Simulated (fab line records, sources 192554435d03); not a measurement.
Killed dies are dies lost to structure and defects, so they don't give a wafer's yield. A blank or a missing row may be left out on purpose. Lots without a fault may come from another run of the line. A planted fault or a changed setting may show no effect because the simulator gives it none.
Chamber matching | flow n5_finfet | N5_WELL_APT_DESCUM_30 on rie_diel-01: 4 sister chambers
The step chemistry O2, time 7.9 s. 8 wafers are shown with their chamber, then 10 later ones without.

WAFERS WITH THEIR CHAMBER
wafer  | chamber | showerhead_plenum_p_Torr (Torr) | drypump_motor_current_A (A)
L081.6 | 1       | 2.13                            | 5.7
L083.1 | 1       | 2.13                            | 5.8
L083.6 | 2       | 2.05                            | 6.2
L086.1 | 3       | 2.11                            | 5.6
L086.4 | 0       | 2.22                            | 5.7
L086.6 | 3       | 2.11                            | 5.6
L088.2 | 2       | 2.04                            | 6.3
L088.4 | 0       | 2.22                            | 5.7

WAFERS WITHOUT THEIR CHAMBER
wafer  | showerhead_plenum_p_Torr (Torr) | drypump_motor_current_A (A)
L088.5 | 2.10                            | 5.6
L090.1 | 2.13                            | 5.7
L090.4 | 2.22                            | 5.8
L090.5 | 2.04                            | 6.2
L093.1 | 2.04                            | 6.2
L093.3 | 2.21                            | 5.8
L093.5 | 2.12                            | 5.8
L097.4 | 2.03                            | 6.2
L097.5 | 2.03                            | 6.2
L097.6 | 2.12                            | 5.8

WHICH CHAMBER EACH WENT THROUGH
wafer  | from the rows above     | in truth
L088.5 | 3                       | 3
L090.1 | 1                       | 1
L090.4 | 0                       | 0
L090.5 | 2                       | 2
L093.1 | 2                       | 2
L093.3 | 0                       | 0
L093.5 | can't be placed: 1 or 3 | 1
L097.4 | 2                       | 2
L097.5 | 2                       | 2
L097.6 | can't be placed: 1 or 3 | 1
Placed correctly: 8 of 10. Can't be placed from these rows: 2 (the true chamber is among the candidates in 2). Placed wrongly: 0.
How it was worked out, from the rows above alone: a wafer's distance from a chamber is the root of the sum, over the readings, of the square of ((its reading less the chamber's mean) divided by the reading's scatter). The wafer belongs to the nearest chamber; if the next one is less than 2 further off, it can't be placed. A chamber's mean is the mean of its shown wafers. The scatter: the root of (the sum of the squares of (reading less its chamber's mean) over the shown wafers, divided by (wafers less chambers)).
